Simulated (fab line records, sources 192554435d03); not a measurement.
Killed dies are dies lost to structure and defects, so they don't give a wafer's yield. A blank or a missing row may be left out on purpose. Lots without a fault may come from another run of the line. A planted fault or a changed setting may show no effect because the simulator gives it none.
Chamber matching | flow n5_finfet | N5_BEOL_M3_CMP_52 on cmp-01: 4 sister chambers
The step polishes, stops on SiOC, t overpolish 6.8 s, target thk 40 nm. 4 wafers are shown with their chamber, then 7 later ones without.

WAFERS WITH THEIR CHAMBER
wafer  | chamber | motor_current_A (A)
L081.1 | 3       | 6.2
L081.5 | 1       | 6.5
L090.2 | 0       | 5.4
L090.3 | 2       | 6.7

WAFERS WITHOUT THEIR CHAMBER
wafer  | motor_current_A (A)
L090.6 | 6.5
L094.1 | 6.8
L094.4 | 6.7
L094.5 | 6.7
L097.1 | 6.4
L097.2 | 5.4
L097.3 | 6.5

WHICH CHAMBER EACH WENT THROUGH
wafer  | from the rows above     | in truth
L090.6 | 1                       | 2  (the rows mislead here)
L094.1 | 2                       | 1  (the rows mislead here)
L094.4 | 2                       | 2
L094.5 | 2                       | 2
L097.1 | can't be placed: 1 or 3 | 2
L097.2 | 0                       | 0
L097.3 | 1                       | 1
Placed correctly: 4 of 7. Can't be placed from these rows: 1 (the true chamber is among the candidates in 0). Placed wrongly: 2.
How it was worked out, from the rows above alone: a wafer's distance from a chamber is the root of the sum, over the readings, of the square of ((its reading less the chamber's mean) divided by the reading's scatter). The wafer belongs to the nearest chamber; if the next one is less than 2 further off, it can't be placed. A chamber's mean is the mean of its shown wafers. The scatter: with one shown wafer a chamber, the root of the mean of the squares of how far each hidden wafer lies from its nearest shown one.
